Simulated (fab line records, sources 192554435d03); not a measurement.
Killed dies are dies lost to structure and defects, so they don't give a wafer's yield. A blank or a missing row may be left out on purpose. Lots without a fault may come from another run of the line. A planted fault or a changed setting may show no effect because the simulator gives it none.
fab line records | flow n5_finfet | part 2 of 2: steps 4 to 6 of 6
record lots=24 wafers=72 last_day=17
route steps=1938 shown HKMG_FIN@400 GATE_CUT@469
lots that met no fault: from a run of the same line without faults
start_h: hours from the record's first day to the start of the lot's first wafer shown | wait_h: hours since the lot's step before | " the same as in the row above | L1.1+2: a row that stands for several wafers | - no value, or no start given | * or withheld: withheld | < > ~ a bound
route shown NAME@n: a module of which the file shows steps, and the number in the route of the first | usual: mean/standard deviation of fault-free wafers | same: alike in all rows | chamber/n: place in a boat | sites: the reading at each site | _std_site: their standard deviation | _edge_site: outer sites' mean less inner sites' | radius_mm: how far each site lies from the wafer's centre | mask NAME#n: copy n | behind: the tool/chamber that last shaped the wafer | hold: why the lot was held/for how many hours/how that ended | device: the transistor (n, p or np) that didn't switch | end of line: the same wafers' tests at the end of the route | a step without rows: its recipe alone | killed: dies lost to structure and defects at the first sort, not the wafer's yield | map: a wafer's dies, x killed, . not, _ none there
set.NAME: the setting as run; set.NAME@STEP: as run at that earlier step | model.NAME: the simulator's own value behind a step, which no gauge read
steps of the route over a sample of lots; a table a step, a row a wafer
services: from which hour (start_h, from the record's first day; less than 0 if before it) a tool's chamber was out of use, for how many hours, and why
## steps
# step N5_GATE_CUT_ETCH_58
# recipe chemistry=CH3F/O2 target=SiNx target_depth_a=170 time_s=128.6 ion_energy_ev=50 pressure_mtorr=30 source_w=415 bias_w=21 Ar_flow_sccm=150 CH3F_flow_sccm=30 O2_flow_sccm=20
# usual CH3F_flow_sccm=30.01/0.091 drypump_motor_current_A=6.0/0.45 oes_product_au=0.79/0.1 rf_vpp_V=99.1/0.91 showerhead_plenum_p_Torr=2.00/0.059 throttle_valve_pct=16.29/0.27
# columns lot.wafer tool chamber start_h wait_h CH3F_flow_sccm drypump_motor_current_A oes_product_au rf_hours_counter_h rf_vpp_V showerhead_plenum_p_Torr throttle_valve_pct
L074.2 rie_diel-03 2 82.83 0.0 30.05 6.6 0.67 235 99.2 2.06 16.54
L074.4 " 1 " " 30.09 5.7 0.77 142 98.6 1.91 16.52
L074.5 " 0 " " 30.09 6.2 0.69 - 98.6 1.96 16.20
L075.1 rie_diel-02 1 84.92 0.2 29.99 6.6 0.85 63 100.2 2.02 16.01
L075.2 " 0 " " 30.08 6.3 0.70 182 101.0 2.08 16.15
L075.5 " 2 " " 30.24 6.1 0.70 - 99.1 1.98 16.70
L076.3 rie_diel-02 2 91.72 0.0 29.93 6.1 0.70 226 97.8 1.98 16.69
L076.5 " 1 " " 29.93 6.6 0.83 - 98.8 2.02 16.00
L076.6 " 2 " " 30.03 6.1 0.70 - 97.9 1.98 16.70
L077.2 rie_diel-03 2 97.78 0.0 29.94 6.7 0.67 239 100.5 2.05 16.56
L077.3 " 0 " " 30.11 6.2 0.69 232 98.0 1.96 16.21
L077.4 " 3 " " 29.94 5.7 0.70 187 99.5 2.07 16.48
L078.2 rie_diel-02 0 104.76 0.0 30.01 6.3 0.69 189 99.8 2.08 16.15
L078.3 " 1 " " 29.95 6.6 0.83 69 99.5 2.02 16.02
L078.4 " 3 " " 29.90 5.3 0.89 27 98.5 1.96 16.06
L079.2 rie_diel-02 3 111.32 0.1 30.14 5.2 0.89 28 98.8 1.96 16.06
L079.3 " 1 " " 29.88 6.6 0.84 71 98.9 2.02 16.01
L079.6 " 2 " " 30.00 6.1 0.70 - 99.9 1.98 16.71
L080.3 rie_diel-03 0 118.74 0.0 29.99 6.2 0.69 238 97.9 1.96 16.22
L080.4 " 1 " " 30.03 5.7 0.77 153 96.6 1.91 16.51
L080.6 " 3 " " 30.09 5.7 0.69 - 100.0 2.07 16.49
L081.3 rie_diel-03 0 122.24 0.1 30.04 6.2 0.69 239 99.0 1.96 16.22
L081.4 " 3 " " 30.05 5.7 0.69 195 101.1 2.07 16.49
L081.6 " 2 " " 29.98 6.6 0.67 - 99.7 2.05 16.56
L082.1 rie_diel-06 0 125.57 0.0 29.99 6.0 0.86 61 101.6 2.04 16.45
L082.2 " 1 " " 30.09 5.5 0.70 249 99.7 1.97 16.48
L082.3 " 2 " " 30.11 5.4 0.76 143 99.4 1.99 16.52
L083.2 rie_diel-03 1 132.04 0.0 29.95 5.7 0.76 157 98.9 1.91 16.54
L083.5 " 1 " " 29.99 5.7 0.76 - 99.6 1.91 16.52
L083.6 " 0 " " 30.05 6.2 0.69 - 100.1 1.96 16.22
L084.2 rie_diel-02 0 139.40 0.0 30.00 6.3 0.68 198 98.2 2.08 16.18
L084.3 " 2 " " 30.08 6.1 0.69 239 98.7 1.97 16.71
L084.4 " 3 " " 29.98 5.3 0.87 36 98.2 1.96 16.08
L085.1 rie_diel-02 3 148.98 0.0 29.98 5.2 0.86 39 99.5 1.95 16.08
L085.4 " 1 " " 30.02 6.6 0.82 81 99.1 2.02 16.06
L085.5 " 2 " " 30.06 6.1 0.69 - 98.3 1.97 16.72
L086.1 rie_diel-02 3 156.68 0.0 30.06 5.2 0.86 42 98.1 1.95 16.11
L086.2 " 0 " " 30.11 6.3 0.68 203 100.1 2.08 16.18
L086.6 " 0 " " 29.96 6.3 0.69 - 99.9 2.08 16.18
L088.2 rie_diel-03 2 165.59 0.0 29.99 6.6 0.97 6 99.2 2.05 16.03
L088.5 " 3 " " 30.11 5.7 0.67 - 99.4 2.06 16.51
L088.6 " 2 " " 29.93 6.6 0.95 - 99.9 2.05 16.06
L087.1 rie_diel-03 3 166.32 0.0 30.03 5.7 0.68 211 98.8 2.06 16.52
L087.2 " 2 " " 29.96 6.6 0.99 6 98.9 2.05 16.03
L087.4 " 1 " " 29.84 5.7 0.76 - 98.5 1.91 16.57
L089.1 rie_diel-06 1 178.65 0.0 29.98 5.5 0.96 9 97.9 1.96 16.05
L089.4 " 0 " " 29.94 6.1 0.83 80 98.8 2.03 16.49
L089.6 " 0 " " 30.14 6.0 0.83 - 100.3 2.03 16.51
L090.1 rie_diel-03 0 185.15 0.2 29.96 6.2 0.98 4 99.8 1.95 15.72
L090.3 " 3 " " 30.09 5.7 0.68 218 101.4 2.06 16.53
L090.5 " 1 " " 30.10 5.7 0.75 - 97.9 1.90 16.56
L091.2 rie_diel-03 3 189.19 0.1 30.10 5.7 0.68 219 98.1 2.06 16.55
L091.4 " 2 " " 30.03 6.6 0.94 13 100.0 2.05 16.05
L091.6 " 3 " " 30.15 5.7 0.67 - 99.9 2.06 16.53
L092.2 rie_diel-06 2 193.73 0.0 30.08 5.4 0.74 166 99.0 1.98 16.56
L092.4 " 3 " " 30.11 5.4 0.88 40 98.6 2.13 16.07
L092.6 " 1 " " 29.89 5.5 0.94 - 98.3 1.96 16.04
L093.2 rie_diel-02 3 196.37 0.0 30.08 5.3 0.84 58 98.4 1.95 16.13
L093.3 " 0 " " 30.01 6.3 0.69 218 99.6 2.07 16.21
L093.5 " 2 " " 29.90 6.1 1.00 - 99.0 1.97 16.21
L094.1 rie_diel-02 3 204.97 0.0 29.86 5.2 0.83 59 98.8 1.95 16.14
L094.5 " 2 " " 29.99 6.0 0.99 - 100.1 1.97 16.21
L094.6 " 3 " " 29.87 5.3 0.83 - 98.2 1.95 16.10
L095.1 rie_diel-03 1 207.50 0.1 30.09 5.7 0.75 184 98.4 1.90 16.59
L095.2 " 2 " " 29.91 6.6 0.93 20 100.2 2.04 16.06
L095.5 " 3 " " 29.96 5.7 0.67 - 98.6 2.06 16.55
L096.2 rie_diel-03 1 218.75 0.0 29.85 5.7 0.74 187 98.4 1.90 16.60
L096.4 " 2 " " 30.01 6.6 0.92 23 97.7 2.04 16.08
L096.6 " 1 " " 29.99 5.7 0.74 - 99.0 1.90 16.59
L097.3 rie_diel-02 2 219.83 0.0 30.11 6.1 0.96 7 99.6 1.97 16.22
L097.5 " 3 " " 30.28 5.2 0.83 - 97.2 1.95 16.14
L097.6 " 0 " " 30.08 6.3 0.67 - 101.1 2.07 16.23
# step N5_GATE_CUT_PECVD_57
# recipe material=SiNx target_thk_a=210 temp_c=400 precursor=SiH4/NH3/N2 pressure_torr=1.5 rf_w=300
# usual heater_power_w=744/65 showerhead_plenum_p_Torr=5.13/0.077 throttle_valve_pct=40.4/2.3
# columns lot.wafer tool chamber start_h wait_h heater_power_w showerhead_plenum_p_Torr throttle_valve_pct
L074.2 pecvd-03 1 85.34 1.1 693 5.06 39.9
L074.4 " 2 " " 847 5.25 38.1
L074.5 " 1 " " 710 5.06 40.1
L075.1 pecvd-03 1 87.43 1.1 696 5.07 39.8
L075.2 " 0 " " 780 5.05 43.9
L075.5 " 1 " " 681 5.07 40.0
L076.3 pecvd-01 1 94.23 1.1 702 5.21 39.7
L076.5 " 0 " " 657 5.18 37.8
L076.6 " 1 " " 724 5.20 39.6
L077.2 pecvd-03 1 101.01 1.1 717 5.06 40.3
L077.3 " 0 " " 834 5.06 44.0
L077.4 " 1 " " 709 5.06 40.1
L078.2 pecvd-03 2 107.27 1.1 764 5.26 38.1
L078.3 " 0 " " 678 5.06 44.2
L078.4 " 2 " " 741 5.25 37.7
L079.2 pecvd-01 1 113.83 1.1 680 5.20 39.6
L079.3 " 2 " " 700 5.09 38.8
L079.6 " 2 " " 676 5.10 38.4
L080.3 pecvd-04 0 121.35 1.1 810 5.07 43.2
L080.4 " 0 " " 816 5.08 43.1
L080.6 " 1 " " 820 5.22 41.7
L081.3 pecvd-03 0 124.76 1.1 825 5.05 44.2
L081.4 " 0 " " 828 5.07 44.4
L081.6 " 2 " " 781 5.25 38.1
L082.1 pecvd-01 1 128.08 1.1 716 5.21 39.5
L082.2 " 0 " " 725 5.19 37.7
L082.3 " 2 " " 645 5.11 38.6
L083.2 pecvd-03 2 134.66 1.1 842 5.25 38.1
L083.5 " 1 " " 669 5.05 40.2
L083.6 " 2 " " 824 5.24 38.2
L084.2 pecvd-04 1 141.94 1.1 800 5.21 42.0
L084.3 " 0 " " 799 5.07 43.4
L084.4 " 0 " " 809 5.06 43.2
L085.1 pecvd-04 1 151.49 1.1 722 5.22 42.0
L085.4 " 1 " " 752 5.20 41.8
L085.5 " 2 " " 688 5.08 38.0
L086.1 pecvd-04 0 159.19 1.1 766 5.06 43.3
L086.2 " 1 " " 678 5.20 42.1
L086.6 " 2 " " 769 5.07 38.0
L088.2 pecvd-03 0 168.11 1.1 815 5.05 44.1
L088.5 " 0 " " 830 5.05 44.2
L088.6 " 2 " " 761 5.25 38.4
L087.1 pecvd-03 2 168.94 1.1 787 5.25 38.6
L087.2 " 0 " " 770 5.05 44.1
L087.4 " 2 " " 780 5.25 38.3
L089.1 pecvd-03 0 181.16 1.1 829 5.05 44.0
L089.4 " 0 " " 817 5.03 44.2
L089.6 " 2 " " 853 5.26 38.1
L090.1 pecvd-01 2 187.98 1.1 582 5.10 38.9
L090.3 " 0 " " 754 5.18 38.1
L090.5 " 2 " " 577 5.10 38.8
L091.2 pecvd-04 1 191.70 1.1 747 5.21 41.8
L091.4 " 0 " " 880 5.07 43.4
L091.6 " 1 " " 778 5.21 41.9
L092.2 pecvd-03 2 196.24 1.1 776 5.24 38.5
L092.4 " 0 " " 819 5.05 44.4
L092.6 " 2 " " 773 5.25 38.5
L093.2 pecvd-01 0 198.88 1.1 718 5.18 37.6
L093.3 " 1 " " 692 5.21 39.4
L093.5 " 1 " " 680 5.20 39.6
L094.1 pecvd-03 1 207.69 1.3 724 5.06 40.1
L094.5 " 1 " " 727 5.05 39.8
L094.6 " 2 " " 854 5.25 38.7
L095.1 pecvd-03 1 210.01 1.1 678 5.06 40.0
L095.2 " 2 " " 787 5.24 38.6
L095.5 " 0 " " 819 5.05 44.2
L096.2 pecvd-01 1 221.38 1.1 737 5.20 39.5
L096.4 " 2 " " 673 5.11 39.0
L096.6 " 1 " " 706 5.21 39.4
L097.3 pecvd-04 1 222.34 1.1 733 5.21 42.1
L097.5 " 0 " " 734 5.08 43.2
L097.6 " 2 " " 719 5.07 38.0
# step N5_GATE_CUT_INSPECT_15
# recipe mode=adi inspect_instrument=brightfield
# usual raw_defect_count=119/33
# columns lot.wafer tool chamber start_h wait_h raw_defect_count
L074.2 defect_inspect-01 - 86.17 0.0 92
L074.4 " - " " 104
L074.5 " - " " 76
L075.1 defect_inspect-01 - 88.37 0.1 163
L075.2 " - " " 140
L075.5 " - " " 103
L076.3 defect_inspect-01 - 95.06 0.0 150
L076.5 " - " " 80
L076.6 " - " " 149
L077.2 defect_inspect-01 - 101.97 0.0 113
L077.3 " - " " 106
L077.4 " - " " 70
L078.2 defect_inspect-01 - 108.10 0.0 84
L078.3 " - " " 112
L078.4 " - " " 115
L079.2 defect_inspect-01 - 114.66 0.0 101
L079.3 " - " " 171
L079.6 " - " " 133
L080.3 defect_inspect-01 - 122.48 0.0 178
L080.4 " - " " 144
L080.6 " - " " 147
L081.3 defect_inspect-02 - 125.59 0.0 109
L081.4 " - " " 113
L081.6 " - " " 97
L082.1 defect_inspect-01 - 128.92 0.1 135
L082.2 " - " " 93
L082.3 " - " " 125
L083.2 defect_inspect-02 - 135.49 0.0 99
L083.5 " - " " 118
L083.6 " - " " 143
L084.2 defect_inspect-01 - 142.77 0.0 81
L084.3 " - " " 80
L084.4 " - " " 108
L085.1 defect_inspect-02 - 152.49 0.1 79
L085.4 " - " " 78
L085.5 " - " " 91
L086.1 defect_inspect-01 - 160.02 0.1 146
L086.2 " - " " 175
L086.6 " - " " 152
L088.2 defect_inspect-01 - 168.94 0.0 133
L088.5 " - " " 137
L088.6 " - " " 115
L087.1 defect_inspect-02 - 169.89 0.1 80
L087.2 " - " " 111
L087.4 " - " " 104
L089.1 defect_inspect-02 - 181.99 0.1 104
L089.4 " - " " 135
L089.6 " - " " 87
L090.1 defect_inspect-01 - 188.94 0.1 160
L090.3 " - " " 109
L090.5 " - " " 82
L091.2 defect_inspect-02 - 192.53 0.0 98
L091.4 " - " " 157
L091.6 " - " " 97
L092.2 defect_inspect-02 - 197.08 0.1 114
L092.4 " - " " 106
L092.6 " - " " 135
L093.2 defect_inspect-01 - 199.71 0.0 115
L093.3 " - " " 142
L093.5 " - " " 118
L094.1 defect_inspect-02 - 208.52 0.1 189
L094.5 " - " " 140
L094.6 " - " " 152
L095.1 defect_inspect-02 - 210.84 0.1 88
L095.2 " - " " 184
L095.5 " - " " 151
L096.2 defect_inspect-02 - 222.38 0.0 113
L096.4 " - " " 88
L096.6 " - " " 181
L097.3 defect_inspect-02 - 223.31 0.0 95
L097.5 " - " " 102
L097.6 " - " " 186
## services
# columns tool chamber start_h hours kind
rie_diel-01 0 53.24 - clean
rie_diel-01 0 53.24 - consumable_replace:focus_ring
rie_diel-01 0 53.24 17.3 scheduled_down
rie_diel-01 0 53.24 17.3 vent_cycle
rie_diel-06 1 63.75 8.0 repair
rie_diel-04 - 64.98 1.1 repair
rie_diel-01 1 81.27 3.3 repair
pecvd-01 - 87.33 2.8 pm
rie_diel-03 3 88.50 7.6 repair
pecvd-01 - 97.37 1.8 repair
pecvd-04 - 102.10 2.8 pm
pecvd-01 - 139.80 3.4 repair
rie_diel-02 - 142.37 0.3 repair
rie_diel-04 0 146.67 - clean
rie_diel-04 0 146.67 - consumable_replace:focus_ring
rie_diel-04 0 146.67 13.9 scheduled_down
rie_diel-04 0 146.67 13.9 vent_cycle
rie_diel-05 0 148.21 4.6 repair
rie_diel-04 3 160.57 - clean
pecvd-04 0 180.42 6.5 repair
rie_diel-01 3 195.47 16.5 repair
rie_diel-04 0 199.60 4.3 repair
pecvd-01 - 203.80 6.0 pm
pecvd-04 - 204.84 5.5 pm
